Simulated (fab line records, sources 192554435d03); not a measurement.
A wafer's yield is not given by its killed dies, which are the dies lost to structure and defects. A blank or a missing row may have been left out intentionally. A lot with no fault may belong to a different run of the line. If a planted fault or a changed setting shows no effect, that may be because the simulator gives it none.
The tool behind it: which one?    flow n5Finfet    11 lots, 31 wafers sampled, at 5 steps of a route of 1938

## WHAT EACH GAUGE READ, for each wafer
N5_BEOL_M4_RC_MEAS_101. Usual: DIBL_N 36.5 mV/V, standard deviation 1.4; DIBL_P 36.6 mV/V, standard deviation 1.6; IOFF_N 0.160 nA/um, standard deviation 0.024; IOFF_P 0.217 nA/um, standard deviation 0.029; ION_N 674 uA/um, standard deviation 8.7; ION_P 464 uA/um, standard deviation 6.5; SS_N 71.6 mV/dec, standard deviation 0.47; SS_P 73.4 mV/dec, standard deviation 0.57; VT_N 250.0 mV, standard deviation 2.5; VT_P -250 mV, standard deviation 3.1.
lot   measured      on         DIBL_N (mV/V)   DIBL_P (mV/V)   IOFF_N (nA/um)     IOFF_P (nA/um)     ION_N (uA/um)  ION_P (uA/um)  SS_N (mV/dec)   SS_P (mV/dec)   VT_N (mV)          VT_P (mV)       flag
L742  day 7 23:13   prober-02  38.0 39.3 36.9  37.7 38.8 36.6  0.172 0.190 0.149  0.236 0.250 0.218  676 676 673    466 466 468    71.7 72.2 71.5  72.8 73.7 73.6  250.4 247.5 252.5  -248 -247 -250  
L743  day 8 06:04   prober-02  34.3 35.2 35.5  35.8 36.7 36.3  0.140 0.143 0.152  0.193 0.203 0.208  663 666 671    465 461 462    71.6 71.8 71.7  72.8 72.6 73.3  250.5 251.5 249.1  -251 -251 -249  
L749  day 10 00:01  prober-01  38.3 35.9 37.5  38.1 33.7 36.4  0.188 0.130 0.166  0.269 0.193 0.238  683 663 663    473 467 462    71.7 71.6 72.2  74.7 72.2 73.8  248.0 253.9 250.4  -245 -249 -250  
L752  day 10 02:55  prober-02  38.4 37.3 37.9  37.1 36.7 36.9  0.194 0.182 0.184  0.234 0.243 0.232  675 687 680    462 467 469    71.9 71.9 71.9  73.4 74.1 73.7  245.2 248.5 245.5  -250 -250 -251  
L751  day 10 18:02  prober-02  36.5 36.8 37.5  33.8 35.0 35.5  0.151 0.151 0.163  0.192 0.203 0.220  676 678 677    461 468 466    71.2 71.1 71.2  72.1 73.8 73.2  250.4 249.4 249.3  -251 -251 -248  
L754  day 11 04:09  prober-01  35.7 37.9 36.0  35.4 37.3 35.4  0.134 0.174 0.140  0.212 0.239 0.210  666 681 675    469 465 468    70.7 72.1 71.0  72.5 73.1 72.9  251.2 249.5 249.9  -249 -246 -249  
L757  day 11 23:23  prober-01  39.6 37.6 34.9  40.9 37.6 34.8  0.225 0.175 0.131  0.299 0.239 0.190  692 680 664    480 467 463    72.1 71.7 70.7  74.3 73.3 73.4  245.3 248.3 250.8  -246 -248 -249  
L759  day 12 06:28  prober-02  35.3 36.1 35.7  34.2 35.6 35.5  0.112 0.127 0.127  0.167 0.185 0.185  653 663 666    454 462 462    71.0 71.2 71.4  72.3 73.1 73.3  253.4 254.9 253.7  -255 -252 -252  
L763  day 12 22:32  prober-01  34.7            34.1            0.133              0.208              670            466            70.7            73.3            252.9              -246            
L764  day 13 13:08  prober-01  35.8 34.8 37.9  38.6 37.1 40.1  0.164 0.143 0.199  0.217 0.193 0.236  677 677 686    454 461 458    71.6 70.9 73.0  73.5 73.4 74.4  248.1 252.1 248.2  -249 -250 -249  
L765  day 13 16:08  prober-02  37.0 36.4 36.7  36.3 36.3 36.4  0.169 0.166 0.173  0.218 0.213 0.222  677 682 680    459 464 464    72.2 71.4 72.0  72.9 74.0 73.8  249.2 247.6 247.2  -251 -252 -249  

## WHAT TOOL EACH LOT RAN ON (gives the tool, then ch and the chambers of the sampled wafers, and finally the start)
lot   N5_BEOL_M3_ANNEAL_91         N5_BEOL_M3_ANNEAL_93         N5_BEOL_M3_ANNEAL_51             N5_BEOL_M4_ILD_DEP_00
L742  pvdSputter-01, day 7 09:46   pvdSputter-01, day 7 09:59   rtpAnneal-01 ch 0, day 7 10:35   pecvd-02 ch 1,2, day 7 11:28
L743  pvdSputter-02, day 7 15:01   pvdSputter-02, day 7 15:14   rtpAnneal-01 ch 0, day 7 15:47   pecvd-02 ch 0,1,2, day 7 16:43
L749  pvdSputter-03, day 9 08:00   pvdSputter-03, day 9 08:13   rtpAnneal-02 ch 0, day 9 08:47   pecvd-03 ch 0,2, day 9 09:43
L752  pvdSputter-03, day 9 12:43   pvdSputter-03, day 9 12:56   rtpAnneal-01 ch 0, day 9 13:29   pecvd-02 ch 0,1, day 9 14:26
L751  pvdSputter-02, day 9 22:03   pvdSputter-02, day 9 22:16   rtpAnneal-02 ch 0, day 9 22:52   pecvd-01 ch 0,1,2, day 9 23:47
L754  pvdSputter-01, day 10 09:02  pvdSputter-01, day 10 09:16  rtpAnneal-02 ch 0, day 10 09:55  pecvd-03 ch 0,2, day 10 10:44
L757  pvdSputter-02, day 11 04:41  pvdSputter-02, day 11 04:55  rtpAnneal-01 ch 0, day 11 05:28  pecvd-03 ch 0,1,2, day 11 06:25
L759  pvdSputter-02, day 11 18:19  pvdSputter-02, day 11 18:32  rtpAnneal-01 ch 0, day 11 19:11  pecvd-02 ch 0,2, day 11 20:01
L763  pvdSputter-03, day 12 12:15  pvdSputter-03, day 12 12:28  rtpAnneal-01 ch 0, day 12 13:04  pecvd-03 ch 2, day 12 13:56
L764  pvdSputter-01, day 12 23:35  pvdSputter-01, day 12 23:48  rtpAnneal-01 ch 0, day 13 00:27  pecvd-02 ch 0,2, day 13 01:23
L765  pvdSputter-02, day 13 05:50  pvdSputter-02, day 13 06:04  rtpAnneal-01 ch 0, day 13 06:37  pecvd-02 ch 0,2, day 13 07:32
- N5_BEOL_M3_ANNEAL_91: time 240 s.
- N5_BEOL_M3_ANNEAL_93: time 240 s.
- N5_BEOL_M3_ANNEAL_51: time 90 s.
- N5_BEOL_M4_ILD_DEP_00: deposits SiOC from DEMS/O2, target thk 79 nm, time 15.3 s.

## WHAT THE TOOLS THEMSELVES READ (means of the sampled wafers that have a number; where no wafer has one, the mark that the record gives instead)
N5_BEOL_M3_ANNEAL_91. Usual: 763 W for heaterPowerW, sd 77.
lot   tool           heaterPowerW (W)  flag
L742  pvdSputter-01  695               
L743  pvdSputter-02  767               
L749  pvdSputter-03  754               
L752  pvdSputter-03  722               
L751  pvdSputter-02  809               
L754  pvdSputter-01  731               
L757  pvdSputter-02  801               
L759  pvdSputter-02  761               
L763  pvdSputter-03  820               
L764  pvdSputter-01  687               
L765  pvdSputter-02  810               

N5_BEOL_M3_ANNEAL_93. Usual: 759 W for heaterPowerW, sd 78.
lot   tool           heaterPowerW (W)  flag
L742  pvdSputter-01  693               
L743  pvdSputter-02  754               
L749  pvdSputter-03  751               
L752  pvdSputter-03  731               
L751  pvdSputter-02  813               
L754  pvdSputter-01  739               
L757  pvdSputter-02  788               
L759  pvdSputter-02  749               
L763  pvdSputter-03  806               
L764  pvdSputter-01  681               
L765  pvdSputter-02  805               

N5_BEOL_M3_ANNEAL_51. Usual: 225.60 for wafer_temp_C_max, sd 0.22.
lot   tool          wafer_temp_C_max  flag
L742  rtpAnneal-01  225.76            
L743  rtpAnneal-01  225.33            
L749  rtpAnneal-02  225.79            
L752  rtpAnneal-01  225.55            
L751  rtpAnneal-02  225.70            
L754  rtpAnneal-02  225.61            
L757  rtpAnneal-01  225.44            
L759  rtpAnneal-01  225.63            
L763  rtpAnneal-01  225.63            
L764  rtpAnneal-01  225.68            
L765  rtpAnneal-01  225.51            

N5_BEOL_M4_ILD_DEP_00. Usual: heaterPowerW 463 W, standard deviation 57; rfFwdPowerW 494.6 W, standard deviation 1.9; showerheadPlenumPTorr 5.692 Torr, standard deviation 0.019; susceptorTempC 350.00 C, standard deviation 0.21; throttleValvePct 12.1 %, standard deviation 0.6.
lot   tool      heaterPowerW (W)  rfFwdPowerW (W)  showerheadPlenumPTorr (Torr)  susceptorTempC (C)  throttleValvePct (%)  flag
L742  pecvd-02  412               493.9            5.709                         350.01              12.6                  
L743  pecvd-02  440               492.5            5.690                         349.84              12.2                  
L749  pecvd-03  535               497.2            5.697                         349.81              12.0                  
L752  pecvd-02  512               493.9            5.682                         350.01              12.2                  
L751  pecvd-01  430               493.9            5.690                         349.95              11.7                  
L754  pecvd-03  523               493.3            5.704                         349.77              11.8                  
L757  pecvd-03  518               496.8            5.698                         350.04              12.2                  
L759  pecvd-02  471               494.7            5.675                         350.03              11.8                  
L763  pecvd-03  523               495.5            5.681                         355.90              11.1                  OFF
L764  pecvd-02  426               494.4            5.678                         350.15              11.6                  
L765  pecvd-02  474               494.6            5.677                         350.32              11.9                  

## THE ANSWER, worked out from the rows above alone
Rule: take the mean of a lot's wafers that have a number; if it is more than 3 standard deviations from the usual mean, the lot is off. Also off: a lot with no number at a reading for which 4 or more lots have one. Where the step has rows for the other lots, those lots are counted as sound. Order of review: gauges by route order, followed by the tools' own readings, for which a lot's mean as printed above is used. The first step at which some lot is off is used, and at that step the reading that is off furthest; a lot without a number counts as furthest.
Off: L763 (N5_BEOL_M4_ILD_DEP_00, susceptorTempC).
If a tool, at that step or one of the process steps before it, ran each lot that is off and ran no sound lot following the first of them, it fits. This does not decide it: 2 tools fit, namely pvdSputter-03 at N5_BEOL_M3_ANNEAL_91 and N5_BEOL_M3_ANNEAL_93 and pecvd-03 at N5_BEOL_M4_ILD_DEP_00.

## WHAT WAS PUT IN BY THE SIMULATOR
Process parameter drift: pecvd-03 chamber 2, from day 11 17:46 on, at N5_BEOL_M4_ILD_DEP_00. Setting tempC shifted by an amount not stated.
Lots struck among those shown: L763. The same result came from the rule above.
